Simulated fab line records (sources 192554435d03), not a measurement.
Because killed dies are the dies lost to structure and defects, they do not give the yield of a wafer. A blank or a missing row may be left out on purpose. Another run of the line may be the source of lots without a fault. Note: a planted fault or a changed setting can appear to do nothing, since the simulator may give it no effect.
Which tool is to blame? -- flow n5-finfet -- 9 lots, 23 wafers sampled, at 6 steps of a route of 1938

WHAT THE GAUGES READ, wafer by wafer
N5_SDB_INSPECT_13: inspects for defects (brightfield).
lot,measured,on,raw-defect-count
L470,day 4 04:26,defect-inspect-02,66 81 96
L471,day 4 10:40,defect-inspect-01,46 38 57
L477,day 6 00:07,defect-inspect-02,106 64
L479,day 6 14:28,defect-inspect-01,90 65
L481,day 7 00:10,defect-inspect-02,91 87
L482,day 7 09:26,defect-inspect-02,201 144 65
L484,day 8 01:48,defect-inspect-02,86 98
L485,day 8 04:02,defect-inspect-01,86 154 108
L491,day 9 10:17,defect-inspect-02,69 57 63

N5_HKMG_FIN_THK_MEAS_70: measures by xrf.
lot,measured,on,HK_THK (nm)
L470,day 4 12:49,film-metro-02,1.612 1.582 1.592
L471,day 4 18:41,film-metro-01,1.593 1.570 1.580
L477,day 6 08:19,film-metro-02,1.356 1.575
L479,day 6 22:38,film-metro-02,1.393 1.310
L481,day 7 08:37,film-metro-01,1.365 1.586
L482,day 7 18:35,film-metro-01,1.628 1.563 1.575
L484,day 8 09:55,film-metro-01,1.592 1.596
L485,day 8 12:13,film-metro-01,1.567 1.566 1.583
L491,day 9 20:02,film-metro-02,1.565 1.591 1.591

N5_BEOL_M4_RC_MEAS_101.
lot,measured,on,DIBL_N (mV/V),DIBL_P (mV/V),EOT_N,EOT_P,IGATE_N (nA/um),IGATE_P (nA/um),IOFF_N (nA/um),IOFF_P (nA/um),ION_N (uA/um),ION_P (uA/um),SS_N (mV/dec),SS_P (mV/dec),VT_N (mV),VT_P (mV)
L470,day 7 21:52,prober-01,34.6 32.8 31.4,37.3 36.1 34.6,10.58 10.43 10.48,10.42 10.45 10.37,0.0115 0.0137 0.0136,0.0034 0.0041 0.0041,0.13 0.12 0.10,0.16 0.15 0.14,646 677 658,439 470 457,71.7 71.7 70.6,73.4 72.2 72.7,258 253 255,-258 -257 -258
L471,day 8 10:56,prober-01,36.5 37.6 35.0,38.4 38.5 35.3,10.55 10.44 10.64,10.50 10.44 10.51,0.0112 0.0155 0.0106,0.0033 0.0046 0.0032,0.18 0.20 0.13,0.25 0.26 0.19,678 701 649,464 476 453,71.1 71.8 70.9,73.2 73.6 72.6,247 245 255,-246 -246 -250
L477,day 11 03:59,prober-01,38.7 40.4,39.4 40.8,10.03 10.38,10.02 10.41,0.0622 0.0164,0.0178 0.0046,0.21 0.25,0.23 0.26,682 720,455 485,71.7 71.9,74.8 74.6,248 244,-250 -249
L479,day 11 08:01,prober-01,33.0 34.0,33.0 33.9,10.04 10.08,10.07 10.04,0.0616 0.0605,0.0188 0.0184,0.11 0.12,0.18 0.18,676 673,476 472,70.5 70.1,72.1 72.6,254 254,-250 -248
L481,day 11 12:05,prober-01,36.0 35.0,34.5 33.6,10.07 10.55,9.89 10.48,0.0678 0.0122,0.0197 0.0036,0.18 0.14,0.22 0.21,682 681,470 476,72.5 71.0,73.5 73.0,246 251,-248 -251
L482,day 11 14:35,prober-01,39.9 36.7 36.6,39.5 35.6 35.2,10.76 10.65 10.46,10.61 10.52 10.40,0.0071 0.0118 0.0129,0.0021 0.0036 0.0040,0.23 0.16 0.16,0.33 0.24 0.24,676 674 696,469 469 476,73.1 71.7 71.7,74.4 73.7 73.8,246 250 250,-244 -247 -246
L484,day 11 19:11,prober-02,34.9 38.4,33.0 36.2,10.66 10.83,10.65 10.76,0.0091 0.0080,0.0028 0.0024,0.13 0.19,0.20 0.26,682 638,473 453,71.2 72.1,72.7 73.6,251 248,-248 -246
L485,day 12 12:38,prober-02,37.7 38.0 38.6,38.1 37.1 38.9,10.53 10.47 10.61,10.50 10.47 10.52,0.0138 0.0131 0.0119,0.0042 0.0040 0.0036,0.20 0.19 0.20,0.25 0.23 0.26,704 680 692,477 468 468,71.0 71.1 72.1,74.4 73.9 73.7,247 249 247,-249 -250 -247
L491,day 14 07:34,prober-01,33.8 38.3 32.8,34.0 38.9 33.3,10.61 10.52 10.44,10.59 10.57 10.42,0.0101 0.0116 0.0132,0.0030 0.0034 0.0039,0.13 0.21 0.12,0.21 0.28 0.19,661 687 688,458 475 477,71.6 71.9 72.0,72.5 73.3 71.6,253 247 253,-248 -245 -250

WHAT TOOL EACH LOT RAN ON (gives the tool, then ch and the chambers of the sampled wafers, and finally the start)
lot,N5_SDB_STRIP_21,N5_SDB_STRIP_22,N5_HKMG_FIN_HK_ALD_01
L470,"rie-diel-03 ch 2,3, day 4 04:55","plasma-asher-02 ch 0,1, day 4 05:02","ald-hk-02 ch 1,2,3, day 4 09:14"
L471,"rie-diel-03 ch 0,1,2, day 4 10:57","plasma-asher-02 ch 0,1, day 4 11:05","ald-hk-02 ch 1,2, day 4 15:14"
L477,"rie-diel-03 ch 0,3, day 6 00:21","plasma-asher-02 ch 0,1, day 6 00:35","ald-hk-02 ch 0,1, day 6 04:47"
L479,"rie-diel-05 ch 0,1, day 6 14:45","plasma-asher-02 ch 0, day 6 14:53","ald-hk-02 ch 0,2, day 6 19:02"
L481,"rie-diel-04 ch 0,3, day 7 00:25","plasma-asher-01 ch 0,1, day 7 00:35","ald-hk-02 ch 0,3, day 7 05:15"
L482,"rie-diel-03 ch 1,3, day 7 09:43","plasma-asher-01 ch 0,1, day 7 09:51","ald-hk-01 ch 0,2,3, day 7 14:43"
L484,"rie-diel-05 ch 2,3, day 8 02:02","plasma-asher-01 ch 0,1, day 8 02:08","ald-hk-01 ch 3, day 8 06:28"
L485,"rie-diel-04 ch 1,3, day 8 04:26","plasma-asher-02 ch 1, day 8 04:34","ald-hk-03 ch 1,2, day 8 08:42"
L491,"rie-diel-05 ch 2,3, day 9 10:32","plasma-asher-02 ch 0,1, day 9 10:38","ald-hk-01 ch 0,1,3, day 9 15:43"
- N5_SDB_STRIP_21: strips in CF4.
- N5_SDB_STRIP_22: strips in N2/H2.
- N5_HKMG_FIN_HK_ALD_01: deposits HfO2, target thk 1.6 nm, pulse time 3 s, purge time 3 s.

WHAT THE TOOLS THEMSELVES READ (means of the sampled wafers that have a number; where no wafer has one, the mark that the record gives instead)
N5_SDB_STRIP_21.
lot,tool,drypump-motor-current-A (A),oes-product-au (a.u.),rf-vpp-V (V),showerhead-plenum-p-Torr (Torr),throttle-valve-pct (%)
L470,rie-diel-03,5.6,0.89,272.7,1.85,13.43
L471,rie-diel-03,5.9,0.74,272.6,1.83,13.84
L477,rie-diel-03,5.5,0.76,272.9,1.83,13.57
L479,rie-diel-05,5.5,0.75,271.0,1.83,13.46
L481,rie-diel-04,5.8,0.80,270.6,1.71,13.46
L482,rie-diel-03,5.5,0.86,271.6,1.80,13.44
L484,rie-diel-05,6.0,0.82,271.8,1.81,13.52
L485,rie-diel-04,6.1,0.82,270.2,1.73,13.36
L491,rie-diel-05,6.0,0.82,271.9,1.81,13.44

N5_SDB_STRIP_22.
lot,tool,drypump-motor-current-A (A),heater-power-w (W),oes-product-au (a.u.),strip-time-to-endpoint-s (s)
L470,plasma-asher-02,5.3,323,0.719,96.6
L471,plasma-asher-02,5.3,316,0.716,96.5
L477,plasma-asher-02,5.2,316,0.722,96.6
L479,plasma-asher-02,5.4,319,0.718,95.9
L481,plasma-asher-01,5.9,340,0.713,96.0
L482,plasma-asher-01,5.6,346,0.713,96.5
L484,plasma-asher-01,5.8,341,0.710,95.7
L485,plasma-asher-02,5.1,306,0.717,96.2
L491,plasma-asher-02,5.2,318,0.712,95.7

N5_HKMG_FIN_HK_ALD_01.
lot,tool,precursor-pulse-height-rel
L470,ald-hk-02,0.997
L471,ald-hk-02,0.996
L477,ald-hk-02,0.987
L479,ald-hk-02,1.027
L481,ald-hk-02,1.008
L482,ald-hk-01,1.003
L484,ald-hk-01,0.994
L485,ald-hk-03,0.989
L491,ald-hk-01,1.018

THE ANSWER, worked out from the rows above alone
Rule: usual is defined by the lots themselves. Put in order of their means at a reading, lots are off if they are a third of the lots or fewer, leave a main group of 4 or more, and stand apart from it by a gap of 3 or more times the standard deviation of the main group's means; of several such gaps the widest counts. The tables above print the reading to a certain number of digits; a main group whose means all agree to those digits is not used. A lot without any number at a reading at which 4 lots or more have one is off too. All remaining lots with rows at the step are treated as sound. Order of review: gauges by route order, followed by the tools' own readings, for which a lot's mean as printed above is used. The first step at which some lot is off is used, and at that step the reading that is off furthest; a lot without a number counts as furthest.
Off: L477, L479, L481, at N5_HKMG_FIN_THK_MEAS_70 (HK_THK). For the main group the mean is 1.586 nm and the standard deviation 0.0081.
If a tool, at a process step before that reading, ran all the lots that are off and no sound lot after the first of them, it fits. The gauges at N5_HKMG_FIN_THK_MEAS_70 aren't tried: what is off there is off at N5_BEOL_M4_RC_MEAS_101 too, on other tools, and a gauge's error can't cause that. One candidate fits, namely ald-hk-02 at N5_HKMG_FIN_HK_ALD_01. Its last sound lot is L471 (day 4 15:14), its first lot that is off L477 (day 6 04:47): a fault that began between those two fits.

WHAT THE SIMULATOR HAD PUT IN
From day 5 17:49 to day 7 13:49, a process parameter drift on ald-hk-02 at N5_HKMG_FIN_HK_ALD_01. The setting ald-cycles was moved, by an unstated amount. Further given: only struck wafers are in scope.
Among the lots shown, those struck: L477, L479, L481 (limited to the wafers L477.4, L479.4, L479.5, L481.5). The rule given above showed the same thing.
